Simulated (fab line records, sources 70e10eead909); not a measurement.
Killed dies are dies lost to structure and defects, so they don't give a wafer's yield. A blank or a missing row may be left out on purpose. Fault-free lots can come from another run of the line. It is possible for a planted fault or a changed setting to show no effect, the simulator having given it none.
Chamber matching :: flow nand_harc :: rie_diel-08 running NHARC_A_CHANNEL_HOLE_D2_DESCUM_15: 4 sister chambers
The step chemistry O2, time 3 s. 4 wafers are shown with their chamber, then 9 later ones without.

== WAFERS, EACH WITH ITS CHAMBER ==
wafer: L087.5
chamber: 3
oes_product_au (a.u.): 1.000

wafer: L088.1
chamber: 0
oes_product_au (a.u.): 1.019

wafer: L088.5
chamber: 2
oes_product_au (a.u.): 1.013

wafer: L088.6
chamber: 1
oes_product_au (a.u.): 0.989

== WAFERS WITH NO CHAMBER GIVEN ==
wafer: L091.1
oes_product_au (a.u.): 0.993

wafer: L091.2
oes_product_au (a.u.): 0.996

wafer: L091.3
oes_product_au (a.u.): 0.991

wafer: L093.1
oes_product_au (a.u.): 1.003

wafer: L093.2
oes_product_au (a.u.): 1.003

wafer: L093.4
oes_product_au (a.u.): 1.037

wafer: L097.2
oes_product_au (a.u.): 1.040

wafer: L097.5
oes_product_au (a.u.): 1.027

wafer: L097.6
oes_product_au (a.u.): 1.012

== EACH ONE'S CHAMBER ==
wafer: L091.1
from the rows above: can't be placed: 1 or 3 or 2
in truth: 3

wafer: L091.2
from the rows above: can't be placed: 3 or 1 or 2 or 0
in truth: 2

wafer: L091.3
from the rows above: can't be placed: 1 or 3
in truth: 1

wafer: L093.1
from the rows above: can't be placed: 3 or 2 or 1 or 0
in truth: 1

wafer: L093.2
from the rows above: can't be placed: 3 or 2 or 1 or 0
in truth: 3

wafer: L093.4
from the rows above: can't be placed: 0 or 2 or 3
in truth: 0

wafer: L097.2
from the rows above: can't be placed: 0 or 2 or 3
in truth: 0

wafer: L097.5
from the rows above: can't be placed: 0 or 2 or 3
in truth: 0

wafer: L097.6
from the rows above: can't be placed: 2 or 0 or 3
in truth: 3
Correct placement for 0 of the 9. Cannot be placed on the basis of these rows: 9; the candidates contain the true chamber in 9. 0 placed wrongly.
How it was worked out, from the rows above alone: a wafer's distance from a chamber is the root of the sum, over the readings, of the square of ((its reading less the chamber's mean) divided by the reading's scatter). The wafer belongs to the nearest chamber; if the next one is less than 2 further off, it can't be placed. For every chamber, the mean is computed from those of its wafers that are shown. The scatter: root of mean squared gap, hidden wafer to nearest shown wafer, with one shown wafer a chamber.
